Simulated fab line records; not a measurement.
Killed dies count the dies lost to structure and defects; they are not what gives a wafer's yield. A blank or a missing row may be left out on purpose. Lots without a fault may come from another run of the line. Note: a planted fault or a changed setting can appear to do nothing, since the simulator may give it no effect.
Split-lot trial / flow n5 finfet / on a route of 1938 steps: 7 lots, 39 wafers read

## ABOUT THE SPLIT
At N5_BEOL_M10_ILD_DEP_00 (deposits SiCOH lowk from DEMS/porogen, target thk 308.51 nm, time 58 s), the setting target thk a was moved away from the recipe's 3085.1 angstrom on 15 of the 39 wafers read, by -59.6% to +24.6%. This setting was run at the recipe's value on the other wafers.

## BETWEEN THE SPLIT AND THE READING: the file shows 1 step in between
- N5_BEOL_M10_CURE_71: cures SiCOH lowk, time 240 s

## THE READING
M10_ILD_THK, in nm, at N5_BEOL_M10_THK_MEAS_01. Typical for fault-free wafers on this fab line: 267 nm, with standard deviation 3.8 nm.

wafer=L080.1; tool, chamber at the split=pecvd-03, 0; target thk a as run, angstrom=3845; against the recipe=+24.6%; M10_ILD_THK, nm=335; against lot-mates on the recipe=+64
wafer=L080.2; tool, chamber at the split=pecvd-03, 2; target thk a as run, angstrom=3845; against the recipe=+24.6%; M10_ILD_THK, nm=334; against lot-mates on the recipe=+63
wafer=L080.3; tool, chamber at the split=pecvd-03, 1; target thk a as run, angstrom=3085.1; against the recipe=recipe; M10_ILD_THK, nm=270; against lot-mates on the recipe=-
wafer=L080.4; tool, chamber at the split=pecvd-03, 2; target thk a as run, angstrom=3845; against the recipe=+24.6%; M10_ILD_THK, nm=338; against lot-mates on the recipe=+67
wafer=L080.5; tool, chamber at the split=pecvd-03, 0; target thk a as run, angstrom=3085.1; against the recipe=recipe; M10_ILD_THK, nm=272; against lot-mates on the recipe=-
wafer=L080.6; tool, chamber at the split=pecvd-03, 1; target thk a as run, angstrom=3085.1; against the recipe=recipe; M10_ILD_THK, nm=271; against lot-mates on the recipe=-
wafer=L082.1; tool, chamber at the split=pecvd-01, 0; target thk a as run, angstrom=1525; against the recipe=-50.6%; M10_ILD_THK, nm=129; against lot-mates on the recipe=-139
wafer=L082.2; tool, chamber at the split=pecvd-01, 2; target thk a as run, angstrom=3085.1; against the recipe=recipe; M10_ILD_THK, nm=265; against lot-mates on the recipe=-
wafer=L082.3; tool, chamber at the split=pecvd-01, 1; target thk a as run, angstrom=1525; against the recipe=-50.6%; M10_ILD_THK, nm=131; against lot-mates on the recipe=-137
wafer=L082.4; tool, chamber at the split=pecvd-01, 0; target thk a as run, angstrom=3085.1; against the recipe=recipe; M10_ILD_THK, nm=266; against lot-mates on the recipe=-
wafer=L082.5; tool, chamber at the split=pecvd-01, 2; target thk a as run, angstrom=3085.1; against the recipe=recipe; M10_ILD_THK, nm=272; against lot-mates on the recipe=-
wafer=L082.6; tool, chamber at the split=pecvd-01, 1; target thk a as run, angstrom=1525; against the recipe=-50.6%; M10_ILD_THK, nm=130; against lot-mates on the recipe=-138
wafer=L081.1; tool, chamber at the split=pecvd-01, 1; target thk a as run, angstrom=3085.1; against the recipe=recipe; M10_ILD_THK, nm=271; against lot-mates on the recipe=-
wafer=L081.2; tool, chamber at the split=pecvd-01, 2; target thk a as run, angstrom=3085.1; against the recipe=recipe; M10_ILD_THK, nm=271; against lot-mates on the recipe=-
wafer=L081.3; tool, chamber at the split=pecvd-01, 0; target thk a as run, angstrom=3085.1; against the recipe=recipe; M10_ILD_THK, nm=269; against lot-mates on the recipe=-
wafer=L081.4; tool, chamber at the split=pecvd-01, 2; target thk a as run, angstrom=3085.1; against the recipe=recipe; M10_ILD_THK, nm=275; against lot-mates on the recipe=-
wafer=L081.5; tool, chamber at the split=pecvd-01, 1; target thk a as run, angstrom=3085.1; against the recipe=recipe; M10_ILD_THK, nm=275; against lot-mates on the recipe=-
wafer=L081.6; tool, chamber at the split=pecvd-01, 0; target thk a as run, angstrom=3085.1; against the recipe=recipe; M10_ILD_THK, nm=273; against lot-mates on the recipe=-
wafer=L084.1; tool, chamber at the split=pecvd-01, 0; target thk a as run, angstrom=3085.1; against the recipe=recipe; M10_ILD_THK, nm=267; against lot-mates on the recipe=-
wafer=L084.2; tool, chamber at the split=pecvd-01, 1; target thk a as run, angstrom=1335; against the recipe=-56.7%; M10_ILD_THK, nm=117; against lot-mates on the recipe=-152
wafer=L084.3; tool, chamber at the split=pecvd-01, 2; target thk a as run, angstrom=1335; against the recipe=-56.7%; M10_ILD_THK, nm=120; against lot-mates on the recipe=-149
wafer=L084.4; tool, chamber at the split=pecvd-01, 2; target thk a as run, angstrom=1335; against the recipe=-56.7%; M10_ILD_THK, nm=121; against lot-mates on the recipe=-148
wafer=L084.5; tool, chamber at the split=pecvd-01, 0; target thk a as run, angstrom=3085.1; against the recipe=recipe; M10_ILD_THK, nm=269; against lot-mates on the recipe=-
wafer=L084.6; tool, chamber at the split=pecvd-01, 1; target thk a as run, angstrom=3085.1; against the recipe=recipe; M10_ILD_THK, nm=271; against lot-mates on the recipe=-
wafer=L087.1; tool, chamber at the split=pecvd-03, 2; target thk a as run, angstrom=3085.1; against the recipe=recipe; M10_ILD_THK, nm=262; against lot-mates on the recipe=-
wafer=L087.2; tool, chamber at the split=pecvd-03, 1; target thk a as run, angstrom=1245; against the recipe=-59.6%; M10_ILD_THK, nm=110; against lot-mates on the recipe=-155
wafer=L087.3; tool, chamber at the split=pecvd-03, 0; target thk a as run, angstrom=3085.1; against the recipe=recipe; M10_ILD_THK, nm=265; against lot-mates on the recipe=-
wafer=L087.4; tool, chamber at the split=pecvd-03, 2; target thk a as run, angstrom=1245; against the recipe=-59.6%; M10_ILD_THK, nm=107; against lot-mates on the recipe=-158
wafer=L087.5; tool, chamber at the split=pecvd-03, 1; target thk a as run, angstrom=1245; against the recipe=-59.6%; M10_ILD_THK, nm=108; against lot-mates on the recipe=-157
wafer=L087.6; tool, chamber at the split=pecvd-03, 0; target thk a as run, angstrom=3085.1; against the recipe=recipe; M10_ILD_THK, nm=267; against lot-mates on the recipe=-
wafer=L088.1; tool, chamber at the split=pecvd-03, 1; target thk a as run, angstrom=3085.1; against the recipe=recipe; M10_ILD_THK, nm=270; against lot-mates on the recipe=-
wafer=L088.5; tool, chamber at the split=pecvd-03, 1; target thk a as run, angstrom=3085.1; against the recipe=recipe; M10_ILD_THK, nm=270; against lot-mates on the recipe=-
wafer=L088.6; tool, chamber at the split=pecvd-03, 0; target thk a as run, angstrom=3085.1; against the recipe=recipe; M10_ILD_THK, nm=268; against lot-mates on the recipe=-
wafer=L090.1; tool, chamber at the split=pecvd-04, 0; target thk a as run, angstrom=3085.1; against the recipe=recipe; M10_ILD_THK, nm=264; against lot-mates on the recipe=-
wafer=L090.2; tool, chamber at the split=pecvd-04, 2; target thk a as run, angstrom=3585; against the recipe=+16.2%; M10_ILD_THK, nm=310; against lot-mates on the recipe=+42
wafer=L090.3; tool, chamber at the split=pecvd-04, 1; target thk a as run, angstrom=3585; against the recipe=+16.2%; M10_ILD_THK, nm=312; against lot-mates on the recipe=+44
wafer=L090.4; tool, chamber at the split=pecvd-04, 2; target thk a as run, angstrom=3085.1; against the recipe=recipe; M10_ILD_THK, nm=269; against lot-mates on the recipe=-
wafer=L090.5; tool, chamber at the split=pecvd-04, 0; target thk a as run, angstrom=3585; against the recipe=+16.2%; M10_ILD_THK, nm=315; against lot-mates on the recipe=+47
wafer=L090.6; tool, chamber at the split=pecvd-04, 1; target thk a as run, angstrom=3085.1; against the recipe=recipe; M10_ILD_THK, nm=270; against lot-mates on the recipe=-

THE FIT
A straight line over all 39 wafers: M10_ILD_THK changes by +2.69 nm for each +1% of target thk a; r = +1.00; the points scatter about the line by 3 nm.
The same after taking each lot's own level away (the mean of its wafers on the recipe; 39 wafers): +2.66 nm for each +1%; r = +1.00; scatter 2.3 nm.
According to that fit, moving target thk a by its largest amount changes the reading by 1.6e+02 nm.
From 264.7 to 272.3 nm: that is the span of the lots' own levels, equal to 2.0 times the standard deviation above.
Hence the lot-to-lot level has little effect on the slope; both slopes agree.
Check: for one of the wafers moved furthest among these (-59.6%), held out of the fit, the line's prediction against its lot-mates is -159 nm. It came out at -155 nm against them.

## FURTHER SPLITS ON THESE WAFERS
Note: prior to the reading, these wafers also went through further splits. Each is held against what the fit with the lots' levels taken away leaves over:
other split on the same wafers=N5_BEOL_M9_TRENCH_ETCH_37 time s; wafers away from the commonest value=15; r with M10_ILD_THK (lot level and that fit taken away)=-0.14

## THE WHOLE CHAIN: every reading that the file lists as answering this split, in the file's order
step=N5_BEOL_M10_ILD_DEP_00; what it does=deposits SiCOH lowk from DEMS/porogen, target thk 308.51 nm, time 58 s; reading=SiCOH_lowk_of_BEOL_M10_ILD_DEP_00.thk nm (the simulator's own value, which no gauge read); change (the file's fit)=+3.03 nm for each +1% of the setting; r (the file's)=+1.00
step=N5_BEOL_M10_CURE_71; what it does=cures SiCOH lowk, time 240 s; reading=SiCOH_lowk_of_BEOL_M10_ILD_DEP_00.thk nm (the simulator's own value, which no gauge read); change (the file's fit)=+2.66 nm for each +1% of the setting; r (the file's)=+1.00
step=N5_BEOL_M10_THK_MEAS_01; what it does=; reading=M10_ILD_THK; change (the file's fit)=+2.66 for each +1% of the setting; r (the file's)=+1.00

## FILE'S OWN FIT
M10_ILD_THK changes by +2.66 nm for each +1% of target thk a, r = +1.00.
